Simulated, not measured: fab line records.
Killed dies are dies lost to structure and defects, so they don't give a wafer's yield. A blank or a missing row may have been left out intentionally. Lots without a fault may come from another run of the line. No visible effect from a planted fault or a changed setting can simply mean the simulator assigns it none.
The tool behind it: which one? | flow nand harc | 33 wafers from 11 lots sampled at 3 of the route's 1302 steps

## WHAT THE GAUGES SHOWED, per wafer
NHARC_A_CONTACT_CD_MEAS_42: the cd target is 300 nm.
lot  | measured     | on        | cd nm (nm)
L404 | day 22 03:33 | cd sem-01 | 299.4 300.9 299.9
L408 | day 23 08:40 | cd sem-03 | 299.8 300.8 300.1
L411 | day 24 19:40 | cd sem-02 | 301.3 300.3 300.8
L412 | day 25 08:58 | cd sem-03 | 300.7 300.0 299.8
L413 | day 27 02:51 | cd sem-02 | 325.5 325.8 325.6
L420 | day 27 12:47 | cd sem-02 | 300.1 299.9 300.3
L418 | day 27 13:02 | cd sem-01 | 321.1 320.8 320.9
L422 | day 29 00:25 | cd sem-02 | 299.6 299.8 299.4
L421 | day 29 00:38 | cd sem-01 | 300.1 300.0 300.1
L423 | day 30 02:08 | cd sem-02 | 300.3 299.6 300.4
L426 | day 31 01:59 | cd sem-01 | 299.7 299.2 300.0

## WHICH TOOL RAN EACH LOT (tool, then ch and the chambers of the sampled wafers, then the start)
lot  | NHARC_A_CONTACT_DEP_29          | NHARC_A_CONTACT_EXPOSE_39
L404 | pecvd-04 ch 0,1,2, day 22 02:54 | arfi scanner-02 ch 0, day 22 03:25
L408 | pecvd-01 ch 0,2, day 23 08:04   | arfi scanner-03 ch 0, day 23 08:32
L411 | pecvd-02 ch 0,1,2, day 24 19:04 | arfi scanner-03 ch 0, day 24 19:31
L412 | pecvd-02 ch 0,2, day 25 08:16   | arfi scanner-02 ch 0, day 25 08:50
L413 | pecvd-01 ch 1,2, day 27 02:07   | arfi scanner-02 ch 0, day 27 02:43
L420 | pecvd-01 ch 0,2, day 27 12:04   | arfi scanner-03 ch 0, day 27 12:39
L418 | pecvd-02 ch 0,1,2, day 27 12:19 | arfi scanner-02 ch 0, day 27 12:53
L422 | pecvd-01 ch 0,1,2, day 28 23:47 | arfi scanner-01 ch 0, day 29 00:17
L421 | pecvd-01 ch 0,1,2, day 29 00:03 | arfi scanner-01 ch 0, day 29 00:31
L423 | pecvd-04 ch 0,2, day 30 01:31   | arfi scanner-01 ch 0, day 30 01:59
L426 | pecvd-04 ch 0,2, day 31 01:25   | arfi scanner-01 ch 0, day 31 01:52
- NHARC_A_CONTACT_DEP_29: deposits SiON, target thk 100 nm.
- NHARC_A_CONTACT_EXPOSE_39: exposes mask A CC 3.

## THE ANSWER, worked out from the rows above alone
Rule: the lots themselves supply what counts as usual. The widest of any qualifying gaps counts: lots, ordered by their means at a reading, are off when they make up no more than a third of the lots, leave a main group of 4 or more, and stand apart from it by 3 or more times the standard deviation of that group's means. A main group whose means are all the same, to the digits that the tables above print for the reading, isn't used. A lot without any number at a reading at which 4 lots or more have one is off too. Any other lot the step has rows for is counted as sound.
Off at NHARC_A_CONTACT_CD_MEAS_42 (cd nm): L413, L418. For the main group the mean is 300.1 nm and the standard deviation 0.33.
A tool fits if, at a process step before that reading, it ran every lot that is off, and no sound lot after the first of them. The gauges at NHARC_A_CONTACT_CD_MEAS_42 are tried like those tools. One fits: NHARC_A_CONTACT_EXPOSE_39 on arfi scanner-02. Its last sound lot is L412 (day 25 08:50), its first lot that is off L413 (day 27 02:43): a fault that began between those two fits.

## WHAT THE SIMULATOR HAD INSERTED
Process parameter drift: arfi scanner-02, from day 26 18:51 on, at NHARC_A_CONTACT_EXPOSE_39. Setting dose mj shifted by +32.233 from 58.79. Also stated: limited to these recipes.
Shown lots that were struck: L413, L418. The same result came from the rule above.
